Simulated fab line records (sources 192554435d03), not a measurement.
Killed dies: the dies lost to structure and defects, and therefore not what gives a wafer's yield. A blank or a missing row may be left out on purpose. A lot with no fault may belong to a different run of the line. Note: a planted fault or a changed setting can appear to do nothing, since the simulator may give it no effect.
fab line records    flow n5-finfet
record lots=9  wafers=27  last-day=18
route steps=1938 shown SDB@360 HKMG_FIN@389 BEOL_M4@1111 PASSIVATION@1936
lots untouched by any fault: they come from a run of this same line in which no faults occurred
start-h: hours from the record's first day to the start of the lot's first wafer shown    wait-h: hours from the lot's prior step to this one    " as in the row above    L1.1+2: one row covering several wafers at once    - either no value or no given start    * or withheld: withheld    < > ~ a bound
route shown NAME@n: names a module that has steps shown in the file, with the first one's number in the route    usual: average and standard deviation across the fault-free wafers    same: alike in all rows    chamber/n: place in a boat    sites: the reading at each site    _std_site: the values' standard deviation    _edge_site: mean of outer sites minus mean of inner sites    radius-mm: for every site, how far away it sits from the centre of the wafer    mask NAME#n: copy n    behind: the most recent tool/chamber to have shaped the wafer    hold: why the lot went on hold/how many hours it stayed there/how the hold came to an end    device: transistor that didn't switch, given as n, p or np    end of line: the same wafers' tests at the end of the route    for a step that has no rows: nothing shown but its recipe    killed: count of dies lost to structure and defects at first sort (not the wafer's yield)    map: the dies of a wafer, with x for killed, . for not killed, _ for no die there
set.NAME: the run value of the setting; set.NAME@STEP: its run value at that earlier step    model.NAME: the simulator's own value behind a step, which no gauge read
the route's steps for a sample of lots (tables are steps, rows are wafers)
services: when a tool's chamber went out of use (start-h, in hours from the record's first day, below 0 if earlier), for how many hours, and the reason
## steps
# step N5_SDB_ETCH_17
# recipe chemistry=CF4  target=SiARC  target-depth-a=234  mask-material=CAR-ArF  time-s=39  ion-energy-ev=80  pressure-mtorr=40  source-w=545  bias-w=36  Ar_flow_sccm=100  cf4-flow-sccm=100  ends=cleared
# usual drypump-motor-current-A=5.8/0.34  etch-rf-on-time-s=39.1/0.59  oes-product-au=0.67/0.081  rf-vpp-V=183.6/0.96  showerhead-plenum-p-Torr=2.10/0.046  throttle-valve-pct=15.67/0.24
lot.wafer  tool         chamber  start-h  wait-h  drypump-motor-current-A  etch-rf-on-time-s  oes-product-au  rf-hours-counter-h  rf-vpp-V  showerhead-plenum-p-Torr  throttle-valve-pct
L932.3     rie-diel-06  0        88.72    0.0     5.8                      39.3               0.57            245                 182.7     2.11                      15.92
L932.5     "            2        "        "       5.9                      39.2               0.59            -                   182.5     2.11                      15.58
L932.6     "            1        "        "       6.0                      38.8               0.66            -                   183.3     2.15                      15.74
L937.2     rie-diel-02  0        125.30   0.0     5.9                      40.3               0.61            195                 182.6     2.04                      15.74
L937.5     "            3        "        "       6.1                      39.1               0.62            -                   183.0     2.06                      16.14
L937.6     "            0        "        "       5.9                      40.7               0.60            -                   182.2     2.04                      15.77
L940.1     rie-diel-06  0        138.64   0.0     5.8                      38.8               0.84            3                   183.1     2.11                      15.44
L940.2     "            1        "        "       6.0                      39.4               0.64            152                 184.9     2.14                      15.77
L940.3     "            3        "        "       6.2                      39.5               0.65            154                 182.9     2.07                      15.71
L941.1     rie-diel-05  2        143.09   0.0     6.3                      38.8               0.58            246                 183.9     2.19                      16.00
L941.3     "            1        "        "       5.1                      38.6               0.84            7                   183.3     2.10                      15.27
L941.5     "            3        "        "       5.7                      38.1               0.62            -                   184.0     2.13                      15.71
L942.2     rie-diel-06  0        152.77   0.0     5.8                      38.2               0.82            10                  182.8     2.11                      15.44
L942.3     "            2        "        "       5.9                      38.6               0.84            2                   183.8     2.11                      15.13
L942.5     "            0        "        "       5.8                      38.3               0.82            -                   183.7     2.11                      15.44
L946.2     rie-diel-05  2        173.79   0.0     6.2                      39.5               0.82            2                   185.1     2.19                      15.50
L946.3     "            1        "        "       5.1                      39.6               0.80            19                  185.1     2.10                      15.31
L946.5     "            3        "        "       5.7                      39.4               0.61            -                   183.5     2.12                      15.75
L948.2     rie-diel-06  0        191.41   0.0     5.8                      38.8               0.79            26                  183.3     2.10                      15.48
L948.3     "            2        "        "       5.9                      38.8               0.81            17                  183.4     2.10                      15.16
L948.5     "            3        "        "       6.2                      39.1               0.64            -                   185.0     2.06                      15.70
L949.3     rie-diel-06  2        193.01   0.0     5.9                      38.5               0.80            18                  182.9     2.10                      15.17
L949.4     "            0        "        "       5.8                      38.9               0.78            27                  183.4     2.10                      15.49
L949.5     "            1        "        "       6.0                      39.6               0.62            -                   185.4     2.13                      15.80
L950.3     rie-diel-06  2        209.06   0.0     5.9                      38.7               0.79            23                  184.5     2.10                      15.17
L950.4     "            1        "        "       6.0                      39.6               0.62            180                 183.9     2.13                      15.84
L950.5     "            1        "        "       5.9                      39.4               0.62            -                   183.7     2.13                      15.81
# step N5_HKMG_FIN_ALD_75
# recipe material=Al2O3  target-thk-a=10  temp-c=150  ald-precursor-family=TMA  ald-co-reactant=H2O  pulse-time-s=withheld  co-reactant-pulse-time-s=1
# usual heater-power-w=153/11  precursor-pulse-height-rel=1.001/0.019
lot.wafer  tool       chamber  start-h  wait-h  heater-power-w  precursor-pulse-height-rel
L932.3     ald-hk-01  0        94.07    0.0     144             0.992
L932.5     "          3        "        "       153             1.035
L932.6     "          0        "        "       145             1.011
L937.2     ald-hk-01  0        130.24   0.0     147             1.058
L937.5     "          1        "        "       167             1.021
L937.6     "          0        "        "       146             0.982
L940.1     ald-hk-02  0        144.12   0.0     157             1.013
L940.2     "          1        "        "       151             1.004
L940.3     "          3        "        "       163             1.005
L941.1     ald-hk-01  3        148.85   0.0     154             0.989
L941.3     "          2        "        "       165             1.030
L941.5     "          1        "        "       168             0.993
L942.2     ald-hk-03  3        158.25   0.0     140             1.025
L942.3     "          1        "        "       139             0.989
L942.5     "          3        "        "       142             0.995
L946.2     ald-hk-03  0        178.76   0.0     162             0.999
L946.3     "          1        "        "       138             1.010
L946.5     "          2        "        "       149             1.012
L948.2     ald-hk-01  3        196.85   0.0     151             1.032
L948.3     "          0        "        "       144             0.984
L948.5     "          3        "        "       153             1.001
L949.3     ald-hk-02  1        198.06   0.0     152             0.990
L949.4     "          0        "        "       154             0.990
L949.5     "          0        "        "       153             1.032
L950.3     ald-hk-01  1        214.49   0.0     163             1.015
L950.4     "          3        "        "       153             0.967
L950.5     "          2        "        "       170             1.005
# step N5_HKMG_FIN_EXPOSE_46
# recipe mask-id=NDIPOLE  na=1.35  source-shape=conventional  sigma-outer=0.8  polarization=unpolarized  dose-mj=40
# usual exposure-dose-mJ-cm2=39.96/0.038
lot.wafer  tool             chamber  start-h  wait-h  mask       exposure-dose-mJ-cm2
L932.3     arfi-scanner-03  0        94.42    -       NDIPOLE#0  39.90
L932.5     "                0        "        "       NDIPOLE#0  39.96
L932.6     "                0        "        "       NDIPOLE#0  39.99
L937.2     arfi-scanner-03  0        130.59   -       NDIPOLE#0  39.98
L937.5     "                0        "        "       NDIPOLE#0  39.90
L937.6     "                0        "        "       NDIPOLE#0  39.95
L940.1     arfi-scanner-03  0        144.46   -       NDIPOLE#0  42.83
L940.2     "                0        "        "       NDIPOLE#0  42.84
L940.3     "                0        "        "       NDIPOLE#0  42.79
L941.1     arfi-scanner-03  0        149.07   -       NDIPOLE#0  42.31
L941.3     "                0        "        "       NDIPOLE#0  42.27
L941.5     "                0        "        "       NDIPOLE#0  42.30
L942.2     arfi-scanner-03  0        158.48   -       NDIPOLE#0  41.77
L942.3     "                0        "        "       NDIPOLE#0  41.79
L942.5     "                0        "        "       NDIPOLE#0  41.75
L946.2     arfi-scanner-01  0        179.11   -       NDIPOLE#0  39.94
L946.3     "                0        "        "       NDIPOLE#0  39.94
L946.5     "                0        "        "       NDIPOLE#0  39.99
L948.2     arfi-scanner-01  0        197.07   -       NDIPOLE#0  40.00
L948.3     "                0        "        "       NDIPOLE#0  39.96
L948.5     "                0        "        "       NDIPOLE#0  39.96
L949.3     arfi-scanner-02  0        198.42   -       NDIPOLE#0  39.97
L949.4     "                0        "        "       NDIPOLE#0  39.98
L949.5     "                0        "        "       NDIPOLE#0  40.02
L950.3     arfi-scanner-01  0        214.85   -       NDIPOLE#0  39.97
L950.4     "                0        "        "       NDIPOLE#0  39.93
L950.5     "                0        "        "       NDIPOLE#0  39.97
# step N5_HKMG_FIN_CD_MEAS_49
# recipe target-cd-nm=202  landing-energy-ev=500  detector=se-inlens  polarity=opening
# usual cd-nm=202.1/0.54
lot.wafer  tool       chamber  start-h  wait-h  cd-nm
L932.3     cd-sem-03  0        94.54    -       201.7
L932.5     "          0        "        "       201.9
L932.6     "          0        "        "       202.2
L937.2     cd-sem-02  0        130.71   -       202.6
L937.5     "          0        "        "       202.4
L937.6     "          0        "        "       202.2
L940.1     cd-sem-02  0        144.59   -       206.2
L940.2     "          0        "        "       205.7
L940.3     "          0        "        "       205.9
L941.1     cd-sem-01  0        149.19   -       205.1
L941.3     "          0        "        "       205.4
L941.5     "          0        "        "       205.0
L942.2     cd-sem-03  0        158.59   -       205.2
L942.3     "          0        "        "       205.2
L942.5     "          0        "        "       204.9
L946.2     cd-sem-02  0        179.23   -       201.8
L946.3     "          0        "        "       202.2
L946.5     "          0        "        "       202.4
L948.2     cd-sem-01  0        197.19   -       202.8
L948.3     "          0        "        "       202.2
L948.5     "          0        "        "       202.5
L949.3     cd-sem-01  0        198.53   -       201.7
L949.4     "          0        "        "       201.9
L949.5     "          0        "        "       201.8
L950.3     cd-sem-03  0        214.96   -       202.2
L950.4     "          0        "        "       202.1
L950.5     "          0        "        "       202.0
# step N5_HKMG_FIN_INSPECT_61
# recipe mode=adi  inspect-instrument=macro
# usual raw-defect-count=2.1/1.4
lot.wafer  tool               chamber  start-h  wait-h  raw-defect-count
L932.3     defect-inspect-02  -        94.59    0.0     2
L932.5     "                  -        "        "       2
L932.6     "                  -        "        "       1
L937.2     defect-inspect-01  -        130.76   0.0     2
L937.5     "                  -        "        "       4
L937.6     "                  -        "        "       3
L940.1     defect-inspect-01  -        144.64   0.0     4
L940.2     "                  -        "        "       1
L940.3     "                  -        "        "       2
L941.1     defect-inspect-01  -        149.25   0.0     2
L941.3     "                  -        "        "       1
L941.5     "                  -        "        "       0
L942.2     defect-inspect-01  -        158.65   0.0     2
L942.3     "                  -        "        "       0
L942.5     "                  -        "        "       0
L946.2     defect-inspect-02  -        179.28   0.0     1
L946.3     "                  -        "        "       3
L946.5     "                  -        "        "       2
L948.2     defect-inspect-02  -        197.24   0.0     1
L948.3     "                  -        "        "       1
L948.5     "                  -        "        "       0
L949.3     defect-inspect-02  -        198.58   0.0     1
L949.4     "                  -        "        "       3
L949.5     "                  -        "        "       4
L950.3     defect-inspect-02  -        215.02   0.0     3
L950.4     "                  -        "        "       4
L950.5     "                  -        "        "       2
# step N5_BEOL_M4_RC_MEAS_101
# usual DIBL_N=36.4/1.3  DIBL_P=36.5/1.7  IOFF_N=0.154/0.022  IOFF_P=0.202/0.025  ION_N=671/9.8  ION_P=460/6.8  SS_N=71.6/0.54  SS_P=73.4/0.58  VT_N=250.9/2.8  VT_P=-251.4/2.7
lot.wafer  tool       chamber  start-h  wait-h  DIBL_N[mV/V]  DIBL_P[mV/V]  IOFF_N[nA/um]  IOFF_P[nA/um]  ION_N[uA/um]  ION_P[uA/um]  SS_N[mV/dec]  SS_P[mV/dec]  VT_N[mV]  VT_P[mV]
L932.3     prober-02  0        178.10   0.3     36.4          36.5          0.135          0.171          662           448           70.7          72.7          251.5     -255.8
L932.5     "          0        "        "       38.7          38.8          0.172          0.203          678           453           71.6          74.2          247.7     -253.6
L932.6     "          0        "        "       38.6          38.8          0.176          0.202          676           450           71.8          73.7          247.2     -253.1
L937.2     prober-01  0        224.39   0.2     36.8          37.6          0.163          0.205          674           460           71.6          73.1          249.0     -249.7
L937.5     "          0        "        "       34.7          35.0          0.129          0.174          655           453           71.5          73.2          253.7     -253.0
L937.6     "          0        "        "       35.9          36.6          0.149          0.195          672           467           71.7          73.2          250.0     -250.1
L940.1     prober-01  0        230.23   0.0     35.9          38.8          0.157          0.192          673           458           71.7          73.6          249.1     -254.4
L940.2     "          0        "        "       35.8          39.1          0.153          0.191          665           458           71.6          73.8          251.6     -251.8
L940.3     "          0        "        "       35.6          38.8          0.147          0.182          672           452           71.8          73.1          252.3     -254.5
L941.1     prober-02  0        230.72   0.0     36.2          36.7          0.164          0.205          681           464           71.7          72.6          250.9     -250.8
L941.3     "          0        "        "       35.1          35.4          0.143          0.187          671           459           71.8          72.5          252.5     -251.6
L941.5     "          0        "        "       34.2          33.9          0.132          0.176          671           458           71.3          72.5          251.3     -253.4
L942.2     prober-02  0        261.57   0.2     35.3          35.9          0.150          0.196          689           471           71.5          73.8          247.1     -252.5
L942.3     "          0        "        "       36.9          37.8          0.181          0.220          689           467           72.5          73.8          248.2     -249.6
L942.5     "          0        "        "       35.7          35.5          0.150          0.189          674           462           71.9          73.2          249.2     -251.8
L946.2     prober-02  0        270.59   0.2     38.0          37.3          0.181          0.232          661           451           72.6          73.1          249.9     -248.6
L946.3     "          0        "        "       37.6          37.1          0.163          0.225          672           461           72.0          73.5          252.3     -251.1
L946.5     "          0        "        "       37.0          36.4          0.157          0.221          671           463           71.7          73.4          250.5     -250.3
L949.3     prober-02  0        287.61   0.3     38.7          40.7          0.203          0.250          671           462           73.0          74.1          248.8     -248.9
L949.4     "          0        "        "       37.7          40.3          0.184          0.238          675           457           72.1          74.4          249.9     -249.7
L949.5     "          0        "        "       38.3          41.4          0.213          0.267          679           461           72.4          73.9          248.1     -247.8
L948.2     prober-01  0        295.86   0.2     37.1          35.6          0.163          0.198          661           449           71.9          73.7          250.8     -252.9
L948.3     "          0        "        "       37.6          37.3          0.188          0.241          676           463           71.9          74.4          244.2     -245.9
L948.5     "          0        "        "       37.2          37.7          0.193          0.248          687           469           71.4          73.6          246.1     -245.7
L950.3     prober-01  0        310.98   0.3     34.7          34.7          0.130          0.191          662           459           71.6          72.5          253.3     -251.2
L950.4     "          0        "        "       35.0          35.3          0.134          0.199          679           466           70.6          72.7          251.0     -248.1
L950.5     "          0        "        "       35.2          36.0          0.145          0.215          672           464           71.2          72.4          250.8     -249.1
# step N5_PASSIVATION_PROBE_49
# usual defect-limited-yield=91.1/1.3  killed_at_M0_to_M3=34/10  killed_at_M4_up=14/5.7  killed-at-contacts=12/5.9  killed-at-front-end=41/12  killed-at-other=4/3.1  killed-dies=105/15  killed-open=69/11  killed-short=35/7.8  sort_bin_5_function=5.3/0.81  sort_bin_6_memory=3.3/0.75  sort-n-pass=1075/15  sort-yield-pct=91.1/1.3
# same gross-dies=1180  killed-at-back-side=0  sort_bin_4_leakage[%]=0  sort_bin_8_speed[%]=0
lot.wafer  tool       chamber  start-h  wait-h  defect-limited-yield[%]  killed_at_M0_to_M3  killed_at_M4_up  killed-at-contacts  killed-at-front-end  killed-at-other  killed-dies  killed-open  killed-short  sort_bin_5_function[%]  sort_bin_6_memory[%]  sort-n-pass  sort-yield-pct[%]
L942.2     prober-01  -        364.22   0.1     90.1                     25                  23               14                  47                   8                117          92           24            5.8                     3.9                   1063         90.1
L942.3     prober-01  -        364.27   0.1     90.9                     19                  23               15                  47                   3                107          64           40            5.3                     3.3                   1073         90.9
L946.2     prober-01  -        374.51   0.1     87.9                     51                  13               3                   74                   2                143          77           63            6.9                     4.7                   1037         87.9
L946.3     prober-01  -        374.56   0.1     90.8                     50                  8                3                   42                   6                109          67           40            5.8                     3.0                   1071         90.8
L946.5     prober-01  -        374.66   0.2     89.4                     54                  12               5                   52                   2                125          78           46            6.6                     3.3                   1055         89.4
# killed by level:class
L942.2 FIN_SAQP:geometric-particle:open=15 BEOL_M4:geometric-particle:open=13 MOL_CONTACT_COAG:geometric-particle:open=12 BEOL_M1:geometric-particle:open=11 STI_FIN_REVEAL:geometric-particle:open=6 BEOL_M3:geometric-particle:open=6 GATE_CUT:geometric-particle:open=5 PAD_METAL:geometric-particle:open=5
L942.3 STI_FIN_REVEAL:geometric-particle:open=12 MOL_CONTACT_COAG:geometric-particle:open=12 BEOL_M4:geometric-particle:open=10 GATE_CUT:geometric-particle:short=7 ILD0:geometric-particle:short=6 ILD0:geometric-particle:open=4 BEOL_M1:geometric-particle:open=4 BEOL_M3:geometric-particle:open=4
L946.2 FIN_SAQP:geometric-particle:short=30 FIN_SAQP:geometric-particle:open=19 BEOL_M0_SAQP:geometric-particle:short=14 BEOL_M0_SAQP:geometric-particle:open=10 STI_FIN_REVEAL:geometric-particle:open=8 BEOL_M3:geometric-particle:open=8 BEOL_M1:geometric-particle:open=7 BEOL_M4:geometric-particle:open=5
L946.3 BEOL_M3:geometric-particle:open=15 BEOL_M0_SAQP:geometric-particle:short=13 FIN_SAQP:geometric-particle:open=9 FIN_SAQP:geometric-particle:short=8 BEOL_M0_SAQP:geometric-particle:open=7 STI_FIN_REVEAL:geometric-particle:open=6 GATE_CUT:geometric-particle:short=6 BEOL_M2:geometric-particle:open=5
L946.5 FIN_SAQP:geometric-particle:short=16 BEOL_M0_SAQP:geometric-particle:open=15 FIN_SAQP:geometric-particle:open=14 BEOL_M3:geometric-particle:open=14 BEOL_M0_SAQP:geometric-particle:short=9 BEOL_M1:geometric-particle:open=6 BEOL_M2:geometric-particle:open=6 STI_FIN_REVEAL:geometric-particle:open=5
## services
tool             chamber  start-h  hours  kind
rie-diel-05      0        67.15    3.7    repair
ald-hk-01        -        77.95    6.0    pm
arfi-scanner-03  -        78.96    1.0    pm
ald-hk-02        -        79.57    0.9    repair
ald-hk-02        -        83.58    2.8    pm
arfi-scanner-01  -        90.73    0.8    pm
arfi-scanner-01  -        94.72    0.3    repair
arfi-scanner-01  -        104.65   0.4    repair
arfi-scanner-03  -        111.17   0.8    pm
arfi-scanner-01  -        115.63   1.3    pm
rie-diel-05      3        117.14   1.4    repair
arfi-scanner-01  -        137.50   1.9    repair
arfi-scanner-01  -        151.50   0.7    repair
rie-diel-05      0        158.30   8.1    repair
arfi-scanner-03  -        165.59   4.9    pm
ald-hk-02        -        169.08   6.0    pm
arfi-scanner-01  -        169.44   1.0    pm
arfi-scanner-01  -        171.44   0.4    repair
arfi-scanner-03  -        174.95   1.3    pm
arfi-scanner-01  -        189.57   0.8    pm
arfi-scanner-01  -        199.45   1.0    pm
arfi-scanner-03  -        203.05   2.1    repair
rie-diel-06      2        209.85   1.5    repair
arfi-scanner-03  -        210.26   74.2   repair
## key
first-sign step=N5_HKMG_FIN_EXPOSE_46  reading=exposure-dose-mJ-cm2  direction=up  sigmas=61  usual=39.96  struck=42.29
effect step=N5_HKMG_FIN_CD_MEAS_49  reading=cd-nm  direction=up  sigmas=6.2  usual=202.1  struck=205.4  through=control-loop
met-at N5_HKMG_FIN_EXPOSE_46
struck-lots L940,L941,L942
rows-end L940.1,L941.1,L941.3,L941.5
loop-trim step=N5_HKMG_FIN_EXPOSE_46  setting=dose  lots=L941,L942
not-acting-at N5_SDB_ETCH_17,N5_HKMG_FIN_ALD_75,N5_HKMG_FIN_INSPECT_61
onset-between 130.59 144.46
fault kind=process-parameter-drift  tool=arfi-scanner-03  chamber=-  onset-h=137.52  steps=N5_HKMG_FIN_EXPOSE_46  channel=dose-mj  offset=2.8983  shape=step  acts-in=these-recipes-only  stated=40
# rows-end: these wafers met a further fault down the route, and their rows from its step on are left out
# loop-trim: a control loop set the setting to another value than it would have without faults
